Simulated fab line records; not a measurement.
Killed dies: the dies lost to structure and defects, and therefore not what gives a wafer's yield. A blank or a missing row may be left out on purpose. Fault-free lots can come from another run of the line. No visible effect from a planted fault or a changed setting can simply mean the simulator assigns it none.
Which of the tools did it? -- flow n5-finfet -- Sampling: 11 lots, 33 wafers, 5 of 1938 route steps

== WHAT THE GAUGES READ, wafer by wafer ==
No reading from a measuring or inspecting step in the record can be judged against a usual standard deviation.

== WHAT TOOL EACH LOT RAN ON (gives the tool, then ch and the chambers of the sampled wafers, and finally the start) ==
lot,N5_BEOL_M7_ECD_50,N5_MIM_BOT_ETCH_STRIP_01,N5_PASSIVATION_DESCUM_32,N5_PASSIVATION_STRIP_48,N5_PASSIVATION_PROBE_49
L423,"ecd-cu-02 ch 0,1, day 9 07:31","rie-diel-04 ch 0,2,3, day 11 12:52","rie-diel-04 ch 0,2, day 11 18:36","rie-diel-04 ch 1,2, day 11 20:59","prober-02, day 11 23:31"
L424,"ecd-cu-02 ch 0,1, day 9 17:08","rie-diel-04 ch 0,1,3, day 12 09:26","rie-diel-01 ch 2,3, day 12 12:53","rie-diel-04 ch 0,3, day 12 15:17","prober-02, day 12 17:51"
L426,"ecd-cu-02 ch 1, day 9 22:44","rie-diel-01 ch 0,2,3, day 12 11:05","rie-diel-01 ch 1,2, day 12 14:23","rie-diel-01 ch 0,2, day 12 16:42","prober-01, day 12 19:49"
L428,"ecd-cu-02 ch 0,1, day 10 07:25","rie-diel-02 ch 0,2,3, day 13 04:06","rie-diel-01 ch 1,2,3, day 13 07:27","rie-diel-04 ch 0,1, day 13 09:49","prober-01, day 13 12:46"
L430,"ecd-cu-02 ch 0,1, day 10 18:41","rie-diel-01 ch 1,2, day 13 13:58","rie-diel-01 ch 1,2,3, day 13 16:43","rie-diel-01 ch 2,3, day 13 19:12",-
L431,"ecd-cu-01 ch 0,1, day 11 03:11","rie-diel-01 ch 1,2,3, day 13 14:09","rie-diel-01 ch 1,2,3, day 13 16:53","rie-diel-01 ch 1,2,3, day 13 19:47","prober-02, day 13 22:59"
L432,"ecd-cu-02 ch 0,1, day 11 13:55","rie-diel-01 ch 1,2,3, day 14 02:47","rie-diel-04 ch 0,1,3, day 14 05:50","rie-diel-04 ch 0,1,2, day 14 08:31","prober-01, day 14 11:03"
L434,"ecd-cu-02 ch 0,1, day 11 19:59","rie-diel-01 ch 0,1,2, day 14 06:37","rie-diel-01 ch 0,1,2, day 14 08:58","rie-diel-01 ch 0,2,3, day 14 11:25","prober-02, day 14 14:33"
L433,"ecd-cu-02 ch 0,1, day 12 04:58","rie-diel-04 ch 0,1,3, day 14 18:34","rie-diel-01 ch 1,2,3, day 14 23:11","rie-diel-04 ch 0,2,3, day 15 01:37","prober-01, day 15 04:44"
L443,"ecd-cu-01 ch 0,1, day 14 07:33","rie-diel-01 ch 0,1,3, day 16 18:38","rie-diel-02 ch 0,3, day 17 00:46","rie-diel-01 ch 0,2,3, day 17 03:32",-
L444,"ecd-cu-02 ch 0,1, day 14 18:49","rie-diel-01 ch 1,2,3, day 17 15:37","rie-diel-02 ch 0,1,2, day 17 22:08","rie-diel-01 ch 1,2,3, day 18 00:41","prober-02, day 18 03:35"
- N5_BEOL_M7_ECD_50: material Cu, target thk 300 nm.
- N5_MIM_BOT_ETCH_STRIP_01: strips in O2.
- N5_PASSIVATION_DESCUM_32: chemistry O2, time 7.9 s.
- N5_PASSIVATION_STRIP_48: strips in O2.
- N5_PASSIVATION_PROBE_49

== AS READ BY THE TOOLS THEMSELVES (means over the sampled wafers that have a number; for cases with no such wafer, the mark the record gives instead) ==
N5_MIM_BOT_ETCH_STRIP_01. Usual: drypump-motor-current-A 5.9 A, standard deviation 0.4; oes-product-au 0.83 a.u., standard deviation 0.071; rf-vpp-V 3.7 V, standard deviation 1.3; showerhead-plenum-p-Torr 2.11 Torr, standard deviation 0.053; throttle-valve-pct 16.68 %, standard deviation 0.28.
lot,tool,drypump-motor-current-A (A),oes-product-au (a.u.),rf-vpp-V (V),showerhead-plenum-p-Torr (Torr),throttle-valve-pct (%),flag
L423,rie-diel-04,5.5,0.94,4.6,2.11,16.54,
L424,rie-diel-04,5.9,0.88,3.2,2.07,16.52,
L426,rie-diel-01,6.0,0.79,4.0,2.08,16.93,
L428,rie-diel-02,5.8,0.82,3.7,2.11,16.61,
L430,rie-diel-01,6.3,0.87,4.2,2.12,16.45,
L431,rie-diel-01,5.9,0.84,2.9,2.12,16.70,
L432,rie-diel-01,6.0,0.83,3.6,2.12,16.70,
L434,rie-diel-01,6.0,0.91,4.0,2.17,16.57,
L433,rie-diel-04,5.9,0.82,4.7,2.06,16.58,
L443,rie-diel-01,5.8,0.83,2.8,2.16,16.90,
L444,rie-diel-01,6.0,0.79,3.0,2.11,16.76,

N5_PASSIVATION_DESCUM_32. Usual: drypump-motor-current-A 5.9 A, standard deviation 0.4; oes-product-au 0.83 a.u., standard deviation 0.072; rf-vpp-V 243.4 V, standard deviation 1.1; showerhead-plenum-p-Torr 2.11 Torr, standard deviation 0.053; throttle-valve-pct 20.5 %, standard deviation 0.31.
lot,tool,drypump-motor-current-A (A),oes-product-au (a.u.),rf-vpp-V (V),showerhead-plenum-p-Torr (Torr),throttle-valve-pct (%),flag
L423,rie-diel-04,5.6,0.92,244.0,2.15,20.3,
L424,rie-diel-01,5.9,0.81,243.0,2.11,20.6,
L426,rie-diel-01,6.2,0.88,244.6,2.12,20.2,
L428,rie-diel-01,5.9,0.84,243.2,2.11,20.5,
L430,rie-diel-01,6.0,0.83,244.3,2.11,20.5,
L431,rie-diel-01,5.9,0.84,243.4,2.11,20.5,
L432,rie-diel-04,5.9,0.84,242.5,2.06,20.3,
L434,rie-diel-01,6.0,0.90,244.4,2.17,20.4,
L433,rie-diel-01,5.9,0.82,243.3,2.11,20.5,
L443,rie-diel-02,5.8,0.77,242.9,2.09,20.6,
L444,rie-diel-02,6.1,0.73,242.4,2.10,20.6,

N5_PASSIVATION_STRIP_48. Usual: drypump-motor-current-A 5.8 A, standard deviation 0.44; oes-product-au 0.84 a.u., standard deviation 0.074; rf-vpp-V 3.5 V, standard deviation 2.2; showerhead-plenum-p-Torr 2.11 Torr, standard deviation 0.064; throttle-valve-pct 16.68 %, standard deviation 0.27.
lot,tool,drypump-motor-current-A (A),oes-product-au (a.u.),rf-vpp-V (V),showerhead-plenum-p-Torr (Torr),throttle-valve-pct (%),flag
L423,rie-diel-04,5.8,0.89,1.7,2.12,16.67,
L424,rie-diel-04,5.7,0.87,3.3,2.10,16.38,
L426,rie-diel-01,6.3,0.83,1.6,2.08,16.65,
L428,rie-diel-04,6.1,0.84,2.5,2.09,16.37,
L430,rie-diel-01,6.1,0.85,3.6,2.12,16.66,
L431,rie-diel-01,5.9,0.81,3.9,2.12,16.72,
L432,rie-diel-04,5.9,0.84,3.3,2.10,16.54,
L434,rie-diel-01,6.0,0.86,3.4,2.16,16.74,
L433,rie-diel-04,5.5,0.88,5.5,2.11,16.57,
L443,rie-diel-01,6.0,0.83,3.8,2.15,16.80,
L444,rie-diel-01,6.0,0.80,4.0,2.11,16.79,

N5_PASSIVATION_PROBE_49. Usual: defect-limited-yield 91.1 %, standard deviation 1.4; killed_at_M0_to_M3 33, standard deviation 9.1; killed_at_M4_up 14, standard deviation 5.6; killed-at-contacts 13, standard deviation 5.7; killed-at-front-end 42, standard deviation 12; killed-at-other 4, standard deviation 3; killed-dies 105, standard deviation 16; killed-on-rim 13, standard deviation 4; killed-open 69, standard deviation 11; killed-short 34, standard deviation 7.5; sort_bin_5_function 5.2 %, standard deviation 0.91; sort_bin_6_memory 3.3 %, standard deviation 0.64; sort-n-pass 1075, standard deviation 16; sort-yield-pct 91.1 %, standard deviation 1.4.
lot,tool,defect-limited-yield (%),killed_at_M0_to_M3,killed_at_M4_up,killed-at-contacts,killed-at-front-end,killed-at-other,killed-dies,killed-on-rim,killed-open,killed-short,sort_bin_5_function (%),sort_bin_6_memory (%),sort-n-pass,sort-yield-pct (%),flag
L423,prober-02,91.8,25,9,17,42,5,97,9,60,35,4.8,3.1,1083,91.8,
L424,prober-02,91.8,27,20,18,26,5,96,14,65,29,4.9,3.1,1084,91.8,
L426,prober-01,91.6,28,12,16,39,3,99,9,59,38,5.1,2.8,1081,91.6,
L428,prober-01,89.4,36,13,13,57,6,125,18,78,45,6.3,4.0,1055,89.4,
L431,prober-02,92.3,36,13,12,27,3,90,12,57,32,4.4,3.0,1090,92.3,
L432,prober-01,42.8,11,629,6,24,4,675,92,33,18,36.9,16.3,505,42.8,OFF
L434,prober-02,41.1,15,646,8,24,2,695,88,44,18,38.2,16.7,485,41.1,OFF
L433,prober-01,42.0,16,622,9,36,2,684,84,49,22,37.0,16.6,496,42.0,OFF
L444,prober-02,90.2,37,17,15,40,7,115,15,81,33,5.6,3.9,1065,90.2,

== THE ANSWER, worked out from the rows above alone ==
Rule: a lot is off if the mean of its wafers that have a number lies more than 3 standard deviations from the usual mean. A lot without any number at a reading at which 4 lots or more have one is off too. All remaining lots with rows at the step are treated as sound. The gauges are gone through in route order, then the tools' own readings, and for those a lot's mean is taken as printed above. The first step at which some lot is off is used, and at that step the reading that is off furthest; a lot without a number counts as furthest.
Off, at N5_PASSIVATION_PROBE_49 on killed_at_M4_up: L432, L434, L433. Neither off nor sound, because the step has no rows for them: L430, L443.
If a tool, at that step or one of the process steps before it, ran each lot that is off and ran no sound lot following the first of them, it fits. No candidate that was tried fits.

== WHAT THE SIMULATOR HAD PUT IN ==
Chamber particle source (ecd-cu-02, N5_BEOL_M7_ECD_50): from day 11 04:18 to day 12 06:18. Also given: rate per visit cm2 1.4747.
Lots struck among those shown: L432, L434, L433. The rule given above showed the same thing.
